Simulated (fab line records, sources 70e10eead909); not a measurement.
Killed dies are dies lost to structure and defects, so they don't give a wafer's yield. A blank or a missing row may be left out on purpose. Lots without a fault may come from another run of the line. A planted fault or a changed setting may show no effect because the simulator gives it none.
fab line records | flow nand_harc
record lots=6 wafers=18 last_day=32
route steps=1302 shown P_GATE@124 END@1302
lots that met no fault: from a run of the same line without faults
start_h: hours from the record's first day to the start of the lot's first wafer shown | wait_h: hours since the lot's step before | " the same as in the row above | L1.1+2: a row that stands for several wafers | - no value, or no start given | * or withheld: withheld | < > ~ a bound
route shown NAME@n: a module of which the file shows steps, and the number in the route of the first | usual: mean/standard deviation of fault-free wafers | same: alike in all rows | chamber/n: place in a boat | sites: the reading at each site | _std_site: their standard deviation | _edge_site: outer sites' mean less inner sites' | radius_mm: how far each site lies from the wafer's centre | mask NAME#n: copy n | behind: the tool/chamber that last shaped the wafer | hold: why the lot was held/for how many hours/how that ended | device: the transistor (n, p or np) that didn't switch | end of line: the same wafers' tests at the end of the route | a step without rows: its recipe alone | killed: dies lost to structure and defects at the first sort, not the wafer's yield | map: a wafer's dies, x killed, . not, _ none there
set.NAME: the setting as run; set.NAME@STEP: as run at that earlier step | model.NAME: the simulator's own value behind a step, which no gauge read
lots at some steps of the route; a table a step, a row a wafer
services: from which hour (start_h, from the record's first day; less than 0 if before it) a tool's chamber was out of use, for how many hours, and why
## steps
# step NHARC_P_GATE_DESCUM_13
# recipe time_s=3 o2_flow_sccm=200 ar_flow_sccm=0 bias_power_w=0 chemistry=O2
# usual drypump_motor_current_A=5.7/0.34 oes_product_au=0.998/0.0087 rf_vpp_V=57.7/0.92 showerhead_plenum_p_Torr=1.89/0.079 throttle_valve_pct=11.311/0.0091
# columns lot.wafer tool chamber start_h wait_h drypump_motor_current_A oes_product_au rf_hours_counter_h rf_vpp_V showerhead_plenum_p_Torr throttle_valve_pct
L730.2 rie_diel-07 2 91.05 - 5.1 0.990 6.0 56.6 2.00 11.307
L730.4 " 0 " " 5.6 0.993 7.5 58.4 1.97 11.326
L730.5 " 2 " " 5.1 1.011 - 58.8 2.00 11.296
L731.1 rie_diel-09 2 99.08 - 5.9 0.999 7.4 57.0 1.80 11.327
L731.5 " 0 " " 5.6 0.997 - 58.7 1.79 11.293
L731.6 " 1 " " 5.8 0.988 - 57.6 1.84 11.311
L742.1 rie_diel-09 3 208.34 - 6.3 1.007 2.9 56.6 1.82 11.302
L742.3 " 1 " " 5.8 1.002 2.6 58.5 1.84 11.316
L742.2 " 2 " " 5.9 1.006 2.5 56.1 1.80 11.318
L743.2 rie_diel-09 1 228.23 - 5.9 1.002 3.5 58.7 1.84 11.328
L743.5 " 3 " " 6.4 0.999 - 58.7 1.82 11.330
L743.6 " 0 " " 5.6 0.999 - 58.1 1.79 11.320
L748.3 rie_diel-09 1 279.85 - 5.8 1.006 6.1 59.5 1.83 11.312
L748.2 " 3 " " 6.3 0.999 6.3 56.1 1.82 11.313
L748.4 " 3 " " 6.3 0.999 - 58.6 1.82 11.303
L750.4 rie_diel-04 2 290.69 - 5.4 1.006 4.8 57.7 1.92 11.303
L750.3 " 1 " " 5.8 0.987 6.0 58.7 1.99 11.306
L750.6 " 2 " " 5.4 1.004 - 58.9 1.93 11.295
# step NHARC_P_GATE_ETCH_14
# recipe target_depth_a=488 chemistry=dHF material=SiO2
# step NHARC_P_GATE_STRIP_15
# recipe time_s=780 temp_c=130 chemistry=SPM
# step NHARC_P_GATE_PRECLEAN_71
# recipe time_s=* temp_c=50 bath_age_min=0 chemistry=SC1
# step NHARC_P_GATE_SRD_72
# step NHARC_P_GATE_OXIDE_16
# recipe target_thk_a=30 temp_c=875 ox_time_s=392 material=SiO2
# step NHARC_P_GATE_CVD_17
# recipe target_thk_a=1500 temp_c=620 time_s=900 material=poly-Si
# step NHARC_P_GATE_HM_DEP_102
# recipe target_thk_a=1200 temp_c=400 material=aC
# usual susceptor_temp_C=400.05/0.18 throttle_valve_pct=35.001/0.0091
# columns lot.wafer tool chamber start_h wait_h susceptor_temp_C throttle_valve_pct
L730.2 acl_dep-02 0 104.65 0.9 - 34.998
L730.4 " 0 " " - 35.003
L730.5 " 0 " " - 35.005
L731.1 acl_dep-02 0 111.54 0.4 400.16 34.997
L731.5 " 0 " " 399.89 34.999
L731.6 " 0 " " 399.85 34.987
L742.1 acl_dep-01 0 225.37 2.8 - 34.999
L742.2 " 0 " " - 35.018
L742.3 " 0 " " - 35.000
L743.2 acl_dep-03 0 240.75 0.5 400.14 35.003
L743.5 " 0 " " 399.73 35.003
L743.6 " 0 " " 399.84 35.004
L748.2 acl_dep-03 0 292.74 0.8 - 35.000
L748.3 " 0 " " - 35.007
L748.4 " 0 " " - 34.996
L750.3 acl_dep-02 0 303.41 0.6 - 34.993
L750.4 " 0 " " - 35.009
L750.6 " 0 " " - 35.012
# step NHARC_P_GATE_DEP_103
# recipe target_thk_a=300 target_thk_nm=30 temp_c=400 flow_sccm=200 rf_w=350 material=SiON
# usual heater_power_w=739/110 rf_fwd_power_W=348.4/1.1 susceptor_temp_C=399.99/0.22
# columns lot.wafer tool chamber start_h wait_h heater_power_w rf_fwd_power_W susceptor_temp_C
L730.2 pecvd-04 1 105.21 0.4 727 347.2 400.04
L730.5 " 2 " " 606 348.7 399.85
L730.4 " 0 " " 763 348.6 399.83
L731.1 pecvd-04 2 112.27 0.6 681 349.1 400.00
L731.6 " 1 " " 714 347.4 400.28
L731.5 " 2 " " 691 348.3 400.18
L742.3 pecvd-02 0 226.02 0.3 1078 348.8 400.02
L742.1 " 1 " " 679 349.3 399.91
L742.2 " 2 " " 677 347.5 399.82
L743.2 pecvd-04 1 241.37 0.5 738 348.0 400.25
L743.6 " 0 " " 861 348.3 399.92
L743.5 " 1 " " 731 347.8 399.96
L748.2 pecvd-04 0 293.29 0.4 813 348.4 400.10
L748.3 " 2 " " 668 346.8 400.25
L748.4 " 1 " " 682 349.2 400.09
L750.3 pecvd-02 0 303.85 0.3 1072 349.2 400.24
L750.4 " 0 " " 1092 348.6 400.06
L750.6 " 2 " " 758 349.3 400.11
# step NHARC_P_GATE_DEHYDRATE_18
# recipe temp_c=150 time_s=120
# step NHARC_P_GATE_HMDS_19
# recipe time_s=30
# step NHARC_P_GATE_COAT_20
# recipe spin_rpm=1500 resist_thk_nm=90
# step NHARC_P_GATE_SOFTBAKE_21
# recipe temp_c=105 time_s=55
# usual chill_plate_temp_C=23.02/0.11 heater_power_total_W=188.46/0.14
# columns lot.wafer tool chamber start_h wait_h chill_plate_temp_C heater_power_total_W
L730.2 litho_track-01 0 105 - 23.13 188.44
L730.4 " 0 " " 23.01 188.74
L730.5 " 0 " " 23.11 188.62
L731.1 litho_track-06 0 112 - 22.86 188.33
L731.5 " 0 " " 23.02 188.45
L731.6 " 0 " " 22.89 188.71
L742.1 litho_track-01 0 226 - 23.00 214.17
L742.2 " 0 " " 23.07 213.86
L742.3 " 0 " " 22.99 213.91
L743.2 litho_track-01 0 241 - 22.83 213.68
L743.5 " 0 " " 22.72 213.98
L743.6 " 0 " " 22.81 213.88
L748.2 litho_track-04 0 293 - 23.06 188.74
L748.3 " 0 " " 23.10 188.34
L748.4 " 0 " " 23.18 188.55
L750.3 litho_track-06 0 304 - 23.17 188.40
L750.4 " 0 " " 23.08 188.35
L750.6 " 0 " " 23.09 188.50
# step NHARC_P_GATE_EBR_22
# step NHARC_P_GATE_EXPOSE_23
# recipe na=1.35 target_cd_nm=120 dose_mj=93.91 mask_id=P_GATE
# step NHARC_P_GATE_PEB_24
# recipe peb_temp_c=100 peb_time_s=65
# step NHARC_P_GATE_DEVELOP_25
# recipe develop_time_s=35 dev_temp_c=23
# step NHARC_P_GATE_CD_MEAS_26
# recipe target_cd_nm=120 landing_energy_ev=500
# usual cd_nm=120.0/0.6
# same landing_energy_ev=500
# columns lot.wafer tool chamber start_h wait_h cd_nm
L730.2 cd_sem-01 0 105.89 - 120.1
L730.4 " 0 " " 119.7
L730.5 " 0 " " 120.1
L731.1 cd_sem-01 0 112.89 - 120.4
L731.5 " 0 " " 119.8
L731.6 " 0 " " 119.8
L742.1 cd_sem-03 0 226.57 - 121.4
L742.2 " 0 " " 122.0
L742.3 " 0 " " 120.7
L743.2 cd_sem-03 0 241.99 - 121.0
L743.5 " 0 " " 120.8
L743.6 " 0 " " 121.5
L748.2 cd_sem-02 0 293.97 - 119.5
L748.3 " 0 " " 119.0
L748.4 " 0 " " 119.2
L750.3 cd_sem-01 0 304.54 - 121.0
L750.4 " 0 " " 120.2
L750.6 " 0 " " 119.4
# step NHARC_P_GATE_OVL_MEAS_27
# usual overlay_x_nm=0.0/0.98 overlay_y_nm=0.2/0.77
# columns lot.wafer tool chamber start_h wait_h overlay_x_nm overlay_y_nm
L730.2 overlay-02 - 105.98 - 1.4 0.9
L730.4 " - " " 0.9 1.5
L730.5 " - " " 1.8 1.1
L731.1 overlay-01 - 112.97 - -1.1 0.9
L731.5 " - " " -1.1 0.6
L731.6 " - " " -0.4 0.6
L742.1 overlay-02 - 226.66 - 0.2 0.0
L742.2 " - " " 0.1 -0.3
L742.3 " - " " -0.1 -0.4
L743.2 overlay-02 - 242.08 - -0.7 -1.2
L743.5 " - " " -0.9 -0.8
L743.6 " - " " -1.1 -0.8
L748.2 overlay-01 - 294.06 - -0.7 -0.6
L748.3 " - " " -1.1 -1.0
L748.4 " - " " -0.5 -0.9
L750.3 overlay-01 - 304.62 - 0.3 0.6
L750.4 " - " " 0.1 0.0
L750.6 " - " " 0.3 0.1
# step NHARC_P_GATE_INSPECT_28
# usual raw_defect_count=6/3.3
# columns lot.wafer tool chamber start_h wait_h raw_defect_count
L730.2 defect_inspect-02 - 106.01 0.0 7
L730.4 " - " " 3
L730.5 " - " " 10
L731.1 defect_inspect-01 - 113.01 0.0 14
L731.5 " - " " 17
L731.6 " - " " 14
L742.1 defect_inspect-02 - 226.70 0.0 8
L742.2 " - " " 3
L742.3 " - " " 10
L743.2 defect_inspect-02 - 242.11 0.0 6
L743.5 " - " " 2
L743.6 " - " " 5
L748.2 defect_inspect-01 - 294.09 0.0 4
L748.3 " - " " 5
L748.4 " - " " 6
L750.3 defect_inspect-01 - 304.66 0.0 15
L750.4 " - " " 8
L750.6 " - " " 2
# step NHARC_P_GATE_DESCUM_31
# recipe time_s=3 o2_flow_sccm=200 ar_flow_sccm=0 bias_power_w=0 chemistry=O2
# usual drypump_motor_current_A=5.5/0.31 oes_product_au=0.996/0.0074 rf_vpp_V=57.7/0.82 showerhead_plenum_p_Torr=1.93/0.073 throttle_valve_pct=11.312/0.0096
# columns lot.wafer tool chamber start_h wait_h drypump_motor_current_A oes_product_au rf_hours_counter_h rf_vpp_V showerhead_plenum_p_Torr throttle_valve_pct model.P_GATE.cd_nm
L730.4 rie_diel-04 2 106.09 0.1 5.4 0.998 5 57.5 1.93 11.314 119.6
L730.2 " 3 " " 5.5 0.985 5 56.6 1.98 11.302 119.9
L730.5 " 0 " " 5.8 1.001 - 58.0 1.90 11.315 119.8
L731.1 rie_diel-07 0 113.10 0.1 5.6 1.001 10 58.3 1.97 11.317 119.9
L731.6 " 1 " " 5.4 1.000 - 56.2 1.82 11.291 119.1
L731.5 " 2 " " 5.1 0.990 - 57.3 2.00 11.317 119.2
L742.1 rie_diel-07 1 226.76 0.1 5.4 0.998 7 58.6 1.82 11.314 121.2
L742.3 " 3 " " 5.2 0.993 7 57.4 1.99 11.302 121
L742.2 " 0 " " 5.6 0.995 8 58.9 1.97 11.310 121.5
L743.2 rie_diel-07 3 242.17 0.1 5.1 0.992 7 59.1 1.99 11.319 121.4
L743.5 " 3 " " 5.1 0.996 - 58.8 1.99 11.316 121
L743.6 " 0 " " 5.6 0.985 - 59.5 1.97 11.306 121.4
L748.2 rie_diel-09 0 294.16 0.1 5.6 1.001 8 57.6 1.79 11.324 119.1
L748.3 " 2 " " 5.9 1.013 6 56.6 1.80 11.318 118.6
L748.4 " 3 " " 6.4 1.014 8 55.5 1.82 11.309 119
L750.4 rie_diel-07 0 304.72 0.1 5.6 0.992 0 57.4 1.97 11.297 119.9
L750.3 " 1 " " 5.4 1.004 0 55.3 1.82 11.320 120.5
L750.6 " 1 " " 5.4 1.007 - 58.0 1.82 11.302 119.1
# step NHARC_P_GATE_ETCH_104
# recipe target_depth_a=600 time_s=withheld cf4_flow_sccm=100 chf3_flow_sccm=30 ar_flow_sccm=0 rf_w=500 bias_w=200 chemistry=CF4/CHF3
# usual drypump_motor_current_A=5.5/0.32 oes_product_au=0.953/0.02 rf_fwd_power_W=492.9/2.5 rf_vpp_V=371.0/2.1 showerhead_plenum_p_Torr=1.58/0.057 throttle_valve_pct=16.803/0.0087
# columns lot.wafer tool chamber start_h wait_h drypump_motor_current_A oes_product_au rf_fwd_power_W rf_vpp_V showerhead_plenum_p_Torr throttle_valve_pct model.P_GATE.cd_nm
L730.2 rie_diel-04 0 106.16 0.1 5.8 0.976 490.5 370.0 1.56 16.821 120.4
L730.4 " 1 " " 5.8 0.965 492.7 371.5 1.63 16.797 120.3
L730.5 " 0 " " 5.8 0.959 489.4 371.6 1.56 16.806 120
L731.1 rie_diel-07 2 113.17 0.1 5.1 0.952 492.4 373.3 1.64 16.807 120.2
L731.6 " 0 " " 5.6 0.981 495.1 371.3 1.62 16.800 119.2
L731.5 " 1 " " 5.4 0.960 495.1 367.6 1.50 16.805 119.5
L742.2 rie_diel-07 3 226.84 0.1 5.1 0.934 488.9 372.3 1.63 16.805 121.7
L742.1 " 0 " " 5.6 0.942 492.4 371.9 1.62 16.794 121.5
L742.3 " 2 " " 5.1 0.922 489.8 371.1 1.64 16.804 121.2
L743.2 rie_diel-07 2 242.26 0.1 5.1 0.964 490.2 373.3 1.64 16.810 121.5
L743.5 " 2 " " 5.1 0.963 490.8 372.6 1.64 16.809 121
L743.6 " 3 " " 5.1 0.960 493.9 372.6 1.63 16.794 121.5
L748.3 rie_diel-09 3 294.24 0.1 6.4 0.928 488.0 367.3 1.50 16.812 119
L748.4 " 0 " " 5.6 0.920 495.8 367.2 1.47 16.797 119.6
L748.2 " 2 " " 5.9 0.994 489.2 369.0 1.48 16.797 119.3
L750.3 rie_diel-07 3 304.80 0.1 5.1 0.985 493.4 371.2 1.63 16.805 120.5
L750.4 " 2 " " 5.1 0.978 491.7 373.3 1.64 16.805 120
L750.6 " 0 " " 5.6 0.959 494.1 372.9 1.62 16.815 119.4
# step NHARC_P_GATE_HM_OPEN_105
# recipe target_depth_a=3600 o2_flow_sccm=400 cos_flow_sccm=20 ar_flow_sccm=0 rf_w=500 bias_w=300 chemistry=O2/COS
# usual drypump_motor_current_A=5.5/0.33 oes_product_au=0.996/0.0089 rf_fwd_power_W=498.2/1.5 rf_vpp_V=467.5/2.5 showerhead_plenum_p_Torr=3.14/0.11 throttle_valve_pct=28.330/0.0089
# columns lot.wafer tool chamber start_h wait_h drypump_motor_current_A oes_product_au rf_fwd_power_W rf_hours_counter_h rf_vpp_V showerhead_plenum_p_Torr throttle_valve_pct
L730.2 rie_diel-04 0 - - 5.8 0.994 498.1 6 465.7 3.10 28.317
L730.4 " 1 " " 5.8 0.983 498.0 5 470.9 3.24 28.336
L730.5 " 1 " " 5.8 0.995 497.5 - 470.4 3.24 28.318
L731.1 rie_diel-07 1 - - 5.4 0.989 497.9 9 463.6 2.98 28.335
L731.6 " 1 " " 5.4 0.991 500.3 - 464.7 2.98 28.336
L731.5 " 2 " " 5.1 0.989 498.0 - 469.0 3.25 28.326
L742.1 rie_diel-07 3 - - 5.2 0.992 498.5 7 469.5 3.23 28.328
L742.3 " 0 " " 5.6 0.987 498.4 8 468.5 3.21 28.340
L742.2 " 1 " " 5.4 1.001 499.2 7 464.1 2.98 28.332
L743.2 rie_diel-07 3 - - 5.2 1.008 498.5 7 468.9 3.23 28.334
L743.5 " 3 " " 5.1 1.000 496.6 - 469.3 3.23 28.336
L743.6 " 0 " " 5.6 1.006 500.2 - 470.1 3.21 28.334
L748.3 rie_diel-09 3 - - 6.4 0.995 498.3 8 463.9 2.97 28.331
L748.4 " 0 " " 5.6 1.006 499.4 8 463.1 2.93 28.312
L748.2 " 1 " " 5.9 1.016 498.7 8 463.9 3.00 28.325
L750.3 rie_diel-07 3 - - 5.1 0.997 500.8 0 469.2 3.23 28.326
L750.4 " 0 " " 5.6 1.000 494.7 0 468.3 3.20 28.332
L750.6 " 0 " " 5.6 0.987 497.2 - 469.7 3.21 28.323
# step NHARC_END_SORT_01
# recipe temp_c=25
# usual killed_at_array=46/15 killed_at_other=0.8/1.1 killed_at_periphery=4.0/2.9 killed_dies=50/15 killed_open=3.2/1.8 killed_short=2.3/1.6
# same gross_dies=677
# columns lot.wafer tool chamber start_h wait_h killed_at_array killed_at_other killed_at_periphery killed_dies killed_open killed_short
L742.1 prober-01 0 690.94 2.5 43 0 10 53 5 4
L743.2 prober-01 0 714.17 2.8 82 0 1 83 3 3
L743.5 prober-01 0 716.60 3.7 79 2 1 82 2 0
# killed by level:class
L742.1 A_CHANNEL_HOLE_D1:chamber_film_flake=17 A_CHANNEL_HOLE_D2:chamber_film_flake=15 P_BONDPAD:chamber_film_flake=4 A_M1:geometric_particle:open=2 A_WL_FILL:chamber_film_flake=2 P_GATE:geometric_particle:short=1 P_GATE:geometric_particle:open=1 P_M0:geometric_particle:open=1
L743.2 A_CHANNEL_HOLE_D1:chamber_film_flake=27 A_SLIT:chamber_film_flake=23 A_CHANNEL_HOLE_D2:chamber_film_flake=16 A_CONTACT:chamber_film_flake=5 A_CHANNEL_FILL_D1:geometric_particle:open=3 A_WL_FILL:geometric_particle:short=2 A_ONON_D2:geometric_particle:short=1 P_GATE:chamber_film_flake=1
L743.5 A_SLIT:chamber_film_flake=26 A_CHANNEL_HOLE_D1:chamber_film_flake=26 A_CHANNEL_HOLE_D2:chamber_film_flake=20 A_STAIRCASE:chamber_film_flake=2 A_WL_FILL:chamber_film_flake=2 THIN_TSV:chamber_film_flake=2 P_M1:geometric_particle:open=1 A_ONON_D1:geometric_particle:open=1
## services
# columns tool chamber start_h hours kind
rie_diel-07 0 72.44 4.5 repair
pecvd-04 - 77.18 3.0 repair
rie_diel-04 3 86.96 2.7 repair
pecvd-04 - 88.17 13.0 pm
rie_diel-07 - 114.53 0.2 repair
rie_diel-07 - 117.20 9.0 pm
rie_diel-07 - 137.05 0.2 repair
rie_diel-09 - 143.10 9.0 pm
litho_track-01 - 155.00 7.0 pm
pecvd-04 - 177.88 2.7 repair
rie_diel-04 - 177.98 9.0 pm
rie_diel-07 1 216.31 2.7 repair
rie_diel-04 2 218.43 1.9 repair
pecvd-04 0 223.41 10.9 repair
pecvd-04 - 235.14 0.9 repair
pecvd-04 0 253.61 21.7 repair
rie_diel-07 1 261.29 3.8 repair
pecvd-04 - 269.17 13.0 pm
rie_diel-09 2 278.50 6.1 repair
rie_diel-04 0 284.99 1.9 repair
pecvd-04 0 285.88 3.3 repair
rie_diel-07 - 294.21 9.0 pm
rie_diel-04 - 294.96 0.3 repair
rie_diel-09 0 298.05 10.4 repair
## key
first_sign step=NHARC_P_GATE_SOFTBAKE_21 reading=heater_power_total_W direction=up sigmas=99+ usual=* struck=*
effect step=NHARC_P_GATE_CD_MEAS_26 reading=cd_nm direction=up sigmas=2.1 usual=120.0 struck=121.2
model_effect step=NHARC_P_GATE_DESCUM_31 value=P_GATE.cd_nm without=119.7 struck=121.3
model_effect step=NHARC_P_GATE_ETCH_104 value=P_GATE.cd_nm without=119.9 struck=121.4
met_at NHARC_P_GATE_SOFTBAKE_21
struck_wafers L742.1,L742.2,L742.3,L743.2,L743.5,L743.6
tester_left_out L742,L743
onset_between 105 226
fault kind=process_parameter_drift tool=litho_track-01 chamber=- onset_h=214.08 steps=NHARC_P_GATE_SOFTBAKE_21 channel=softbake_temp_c offset=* shape=step end_h=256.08 acts_in=* stated=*
# tester_left_out: of these lots the tester's yield and bins aren't shown, on N5 and GAA mostly nor the transistor test; their killed dies are dies lost to structure and defects alone, not to doping, threshold or leakage, so they don't give the yield
